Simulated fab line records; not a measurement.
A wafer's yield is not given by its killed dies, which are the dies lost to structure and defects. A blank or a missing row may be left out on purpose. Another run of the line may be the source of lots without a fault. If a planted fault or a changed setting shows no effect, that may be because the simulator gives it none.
Matching of chambers -- flow n5-finfet -- rie-diel-02 running N5_BEOL_M3_ETCH_69: 4 sister chambers
The step etches SiARC in CF4, target depth 15.6 nm, time 26 s. 8 wafers are shown with their chamber, then 7 later ones without.

WAFERS, EACH WITH ITS CHAMBER
wafer,chamber,drypump-motor-current-A (A),showerhead-plenum-p-Torr (Torr)
L075.5,1,6.4,2.13
L079.2,3,5.5,2.27
L079.3,0,6.3,2.12
L080.1,0,6.3,2.12
L080.3,1,6.4,2.13
L080.4,2,6.3,2.17
L088.1,2,6.4,2.16
L088.2,3,5.5,2.26

WAFERS WHOSE CHAMBER IS MISSING
wafer,drypump-motor-current-A (A),showerhead-plenum-p-Torr (Torr)
L088.4,6.3,2.11
L091.3,6.4,2.16
L091.5,5.5,2.26
L091.6,6.4,2.16
L090.2,6.3,2.11
L090.4,6.4,2.12
L090.5,6.3,2.16

EACH ONE'S CHAMBER
wafer,from the rows above,in truth
L088.4,0,0
L091.3,2,2
L091.5,3,3
L091.6,2,2
L090.2,0,0
L090.4,can't be placed: 1 or 0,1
L090.5,2,2
Correct placement for 6 of the 7. Cannot be placed on the basis of these rows: 1; the candidates contain the true chamber in 1. Wrongly placed: 0.
How it was worked out, from the rows above alone: a wafer's distance from a chamber is the root of the sum, over the readings, of the square of ((its reading less the chamber's mean) divided by the reading's scatter). If the next closest chamber is less than 2 further off than the closest, the wafer can't be placed; otherwise it belongs to the closest. The mean given for a chamber averages the wafers shown for that chamber. The scatter: the root of (the sum of the squares of (reading less its chamber's mean) over the shown wafers, divided by (wafers less chambers)).
